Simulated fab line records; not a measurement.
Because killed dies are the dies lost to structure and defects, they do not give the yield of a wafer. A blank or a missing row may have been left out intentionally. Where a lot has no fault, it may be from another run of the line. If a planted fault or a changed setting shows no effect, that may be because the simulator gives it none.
Which of the tools did it? | flow nandHarc | 36 wafers from 12 lots sampled at 5 of the route's 1302 steps

## WHAT THE GAUGES READ, wafer by wafer
NHARC_A_CHANNEL_HOLE_D1_OVL_MEAS_11.
lot  | measured     | on         | overlayXNm (nm) | overlayYNm (nm)
L567 | day 8 17:38  | overlay-02 | 0.8 0.8 1.1     | 0.4 0.9 0.6
L568 | day 8 17:53  | overlay-01 | -0.3 -0.8 -1.1  | -0.1 -0.3 0.0
L569 | day 9 07:44  | overlay-02 | -1.0 -0.6 -1.2  | 0.0 0.5 0.2
L570 | day 9 18:34  | overlay-01 | 0.8 0.4 0.6     | 0.5 -0.1 0.3
L571 | day 9 23:38  | overlay-01 | -1.4 -0.9 -0.9  | -0.7 -0.8 -0.6
L574 | day 11 06:27 | overlay-01 | -0.8 -0.6 -0.6  | 0.1 0.1 -0.3
L575 | day 11 23:41 | overlay-02 | 0.0 -0.4 -0.1   | 0.8 1.1 1.4
L578 | day 12 22:31 | overlay-02 | 0.1 -0.6 -0.1   | 0.5 0.5 0.5
L585 | day 15 23:13 | overlay-02 | 0.8 0.3 0.7     | 2.1 2.2 1.6
L586 | day 16 11:26 | overlay-01 | -0.6 -0.5 -0.8  | 0.3 0.9 1.0
L587 | day 16 22:53 | overlay-01 | -1.1 -0.1 -0.8  | 0.0 -0.6 -0.8
L588 | day 17 11:56 | overlay-02 | -0.5 -1.1 -0.5  | -0.6 -0.2 0.0

NHARC_A_CHANNEL_HOLE_D1_INSPECT_12.
lot  | measured     | on               | rawDefectCount
L567 | day 8 17:40  | defectInspect-01 | 6 3 4
L568 | day 8 17:56  | defectInspect-02 | 16 7 6
L569 | day 9 07:46  | defectInspect-01 | 7 4 6
L570 | day 9 18:36  | defectInspect-02 | 1 9 5
L571 | day 9 23:40  | defectInspect-02 | 4 3 4
L574 | day 11 06:29 | defectInspect-01 | 3 3 7
L575 | day 11 23:43 | defectInspect-02 | 1 13 4
L578 | day 12 22:33 | defectInspect-01 | 5 6 9
L585 | day 15 23:15 | defectInspect-02 | 5 8 7
L586 | day 16 11:29 | defectInspect-02 | 6 12 11
L587 | day 16 22:56 | defectInspect-02 | 5 11 3
L588 | day 17 11:59 | defectInspect-01 | 5 8 4

NHARC_END_SORT_01.
lot  | measured     | on        | killedAtArray | killedAtOther | killedAtPeriphery | killedDies | killedOpen | killedShort
L575 | day 28 11:32 | prober-02 | 41 38 396     | 2 0 2         | 8 7 4             | 51 45 402  | 4 3 2      | 1 3 1
L578 | day 28 20:07 | prober-02 | 37 42 440     | 0 0 1         | 0 2 1             | 37 44 442  | 5 4 8      | 0 4 1

## WHAT TOOL EACH LOT RAN ON (gives the tool, then ch and the chambers of the sampled wafers, and finally the start)
lot  | NHARC_A_CHANNEL_HOLE_D1_ETCH_16   | NHARC_A_CHANNEL_HOLE_D1_ETCH_24
L567 | rieDiel-13 ch 1,2,3, day 8 18:24  | harEtch-01 ch 0,1, day 8 21:19
L568 | rieDiel-07 ch 0,1, day 8 18:35    | harEtch-02 ch 0,1, day 8 21:26
L569 | rieDiel-13 ch 1,2,3, day 9 08:57  | harEtch-01 ch 1, day 9 11:36
L570 | rieDiel-10 ch 0,1,3, day 9 19:18  | harEtch-01 ch 0,1, day 9 22:07
L571 | rieDiel-07 ch 1,2,3, day 10 00:19 | harEtch-02 ch 0,1, day 10 06:19
L574 | rieDiel-07 ch 0,1, day 11 07:04   | harEtch-01 ch 1, day 11 10:35
L575 | rieDiel-07 ch 0,1,2, day 12 00:22 | harEtch-02 ch 0,1, day 12 03:05
L578 | rieDiel-07 ch 0,1,3, day 12 23:08 | harEtch-01 ch 0,1, day 13 04:02
L585 | rieDiel-07 ch 0,1,3, day 15 23:53 | harEtch-01 ch 0,1, day 16 05:05
L586 | rieDiel-07 ch 0,2, day 16 12:13   | harEtch-01 ch 1, day 16 14:59
L587 | rieDiel-07 ch 1,3, day 16 23:31   | harEtch-01 ch 0,1, day 17 06:55
L588 | rieDiel-07 ch 0,1,2, day 17 12:34 | harEtch-02 ch 0,1, day 17 16:46
- NHARC_A_CHANNEL_HOLE_D1_ETCH_16: etches the open film in O2/COS, target depth 3100 nm, time 806 s.
- NHARC_A_CHANNEL_HOLE_D1_ETCH_24: etches the open film in C4F8/O2/Ar, time 906.2 s, target depth 1500 nm.

## WHAT THE TOOLS THEMSELVES READ (means of the sampled wafers that have a number; where no wafer has one, the mark that the record gives instead)
NHARC_A_CHANNEL_HOLE_D1_ETCH_16.
lot  | tool       | drypumpMotorCurrentA (A) | oesProductAu (a.u.) | rfVppV (V) | showerheadPlenumPTorr (Torr) | throttleValvePct (%)
L567 | rieDiel-13 | 5.6                      | 1.007               | 313.3      | 3.06                         | 28.335
L568 | rieDiel-07 | 5.7                      | 0.994               | 313.7      | 3.09                         | 28.329
L569 | rieDiel-13 | 5.6                      | 0.998               | 313.6      | 3.06                         | 28.328
L570 | rieDiel-10 | 5.6                      | 0.999               | 313.0      | 3.06                         | 28.326
L571 | rieDiel-07 | 6.2                      | 0.991               | 314.5      | 3.15                         | 28.324
L574 | rieDiel-07 | 5.9                      | 0.992               | 313.8      | 3.19                         | 28.331
L575 | rieDiel-07 | 6.0                      | 0.950               | 314.5      | 3.13                         | 28.329
L578 | rieDiel-07 | 5.9                      | 0.946               | 313.5      | 3.09                         | 28.330
L585 | rieDiel-07 | 5.9                      | 1.006               | 313.6      | 3.09                         | 28.329
L586 | rieDiel-07 | 6.1                      | 1.008               | 313.4      | 3.08                         | 28.329
L587 | rieDiel-07 | 6.1                      | 1.012               | 313.9      | 3.10                         | 28.338
L588 | rieDiel-07 | 6.0                      | 0.997               | 314.0      | 3.13                         | 28.334

NHARC_A_CHANNEL_HOLE_D1_ETCH_24.
lot  | tool       | drypumpMotorCurrentA (A) | showerheadPlenumPTorr (Torr) | throttleValvePct (%)
L567 | harEtch-01 | 5.19                     | 3.71                         | 32.229
L568 | harEtch-02 | 5.52                     | 3.65                         | 32.241
L569 | harEtch-01 | 5.10                     | 3.68                         | 32.246
L570 | harEtch-01 | 5.14                     | 3.69                         | 32.238
L571 | harEtch-02 | 5.49                     | 3.64                         | 32.240
L574 | harEtch-01 | 5.09                     | 3.66                         | 32.234
L575 | harEtch-02 | 5.37                     | 3.52                         | 32.236
L578 | harEtch-01 | 5.19                     | 3.68                         | 32.239
L585 | harEtch-01 | 5.15                     | 3.65                         | 32.224
L586 | harEtch-01 | 5.10                     | 3.62                         | 32.236
L587 | harEtch-01 | 5.15                     | 3.64                         | 32.234
L588 | harEtch-02 | 5.37                     | 3.85                         | 32.239

## THE ANSWER, worked out from the rows above alone
Rule: usual is defined by the lots themselves. The widest of any qualifying gaps counts: lots, ordered by their means at a reading, are off when they make up no more than a third of the lots, leave a main group of 4 or more, and stand apart from it by 3 or more times the standard deviation of that group's means. Not used: any main group whose means are identical at the precision the tables above print for the reading. Also off: a lot with no number at a reading for which 4 or more lots have one. The other lots that the step has rows for count as sound. First the gauges in route order, then the tools' own readings, where a lot's mean is used as printed above. The first step at which some lot is off is used, and at that step the reading that is off furthest; a lot without a number counts as furthest.
Off, at NHARC_A_CHANNEL_HOLE_D1_ETCH_16 on oesProductAu: L575, L578. Main group: mean 1.000 a.u., sd 0.007.
If a tool, at that step or one of the process steps before it, ran each lot that is off and ran no sound lot following the first of them, it fits. Of those tried, none fits.

## WHAT THE SIMULATOR HAD INSERTED
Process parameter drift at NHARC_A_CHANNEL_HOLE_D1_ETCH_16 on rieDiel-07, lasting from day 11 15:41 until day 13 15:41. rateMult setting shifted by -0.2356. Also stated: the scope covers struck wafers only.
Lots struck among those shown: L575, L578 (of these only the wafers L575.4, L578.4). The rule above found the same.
